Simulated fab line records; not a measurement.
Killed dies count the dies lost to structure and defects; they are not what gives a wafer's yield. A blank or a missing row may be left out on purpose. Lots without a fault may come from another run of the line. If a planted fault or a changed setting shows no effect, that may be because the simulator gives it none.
Chamber matching ; flow n5 finfet ; N5_BEOL_M9_DESCUM_33 on rie diel-01 has 4 sister chambers
The step chemistry O2, time 7 s. 22 wafers are shown with their chamber, then 11 later ones without.

## WAFERS WITH THEIR CHAMBER
wafer;chamber;drypump motor current A (A);throttle valve pct (%);showerhead plenum p Torr (Torr)
L076.1;1;5.4;20.06;2.05
L076.3;2;5.2;20.29;2.06
L076.6;3;6.0;20.34;2.12
L081.1;2;5.3;20.30;2.05
L081.2;1;5.4;20.06;2.05
L081.3;3;6.0;20.36;2.12
L081.4;0;5.5;20.13;2.03
L081.5;3;6.0;20.35;2.12
L081.6;2;5.3;20.30;2.05
L079.1;2;5.3;20.32;2.05
L079.5;2;5.3;20.30;2.05
L079.6;3;6.0;20.36;2.11
L080.1;2;5.3;20.32;2.05
L080.3;0;5.5;20.16;2.03
L080.5;1;5.4;20.07;2.05
L083.1;0;5.5;20.13;2.03
L083.5;1;5.4;20.06;2.05
L083.6;0;5.5;20.13;2.03
L088.1;1;5.4;20.08;2.04
L088.4;3;6.0;20.37;2.11
L088.5;0;5.5;20.17;2.03
L091.2;0;5.5;20.16;2.02

SIGNATURES, as means of the wafers listed above
reading;chamber 0;chamber 1;chamber 2;chamber 3;scatter within a chamber
drypump motor current A;5.500;5.400;5.283;6.000;0.0215
throttle valve pct;20.1467;20.0660;20.3050;20.3560;0.0136
showerhead plenum p Torr;2.0283;2.0480;2.0517;2.1160;0.00451
Rule: for a wafer and a chamber, the distance is found by dividing, reading by reading, the gap between the wafer's reading and the chamber's mean by the reading's scatter, squaring, summing and taking the root. If the next closest chamber is less than 2 further off than the closest, the wafer can't be placed; otherwise it belongs to the closest. The scatter is the square root of a quotient: the sum, over the shown wafers, of each reading's squared deviation from its chamber's mean, divided by wafers minus chambers.

## WAFERS WITH NO CHAMBER GIVEN
wafer;drypump motor current A (A);throttle valve pct (%);showerhead plenum p Torr (Torr)
L091.3;6.0;20.38;2.11
L091.5;5.5;20.16;2.02
L095.2;5.2;20.35;2.04
L095.5;5.2;20.36;2.04
L095.6;6.1;20.41;2.10
L097.1;6.0;20.41;2.10
L097.2;5.2;20.35;2.04
L097.3;5.5;20.18;2.02
L097.4;5.4;20.10;2.04
L097.5;5.4;20.11;2.04
L097.6;5.3;20.36;2.04

## EACH ONE'S CHAMBER
wafer;from the rows above;in truth
L091.3;3;3
L091.5;0;0
L095.2;2;2
L095.5;2;2
L095.6;3;3
L097.1;3;3
L097.2;2;2
L097.3;0;0
L097.4;1;1
L097.5;1;1
L097.6;2;2
Correct placement for 11 of the 11. Can't be placed from these rows: 0. Number placed wrongly: 0.
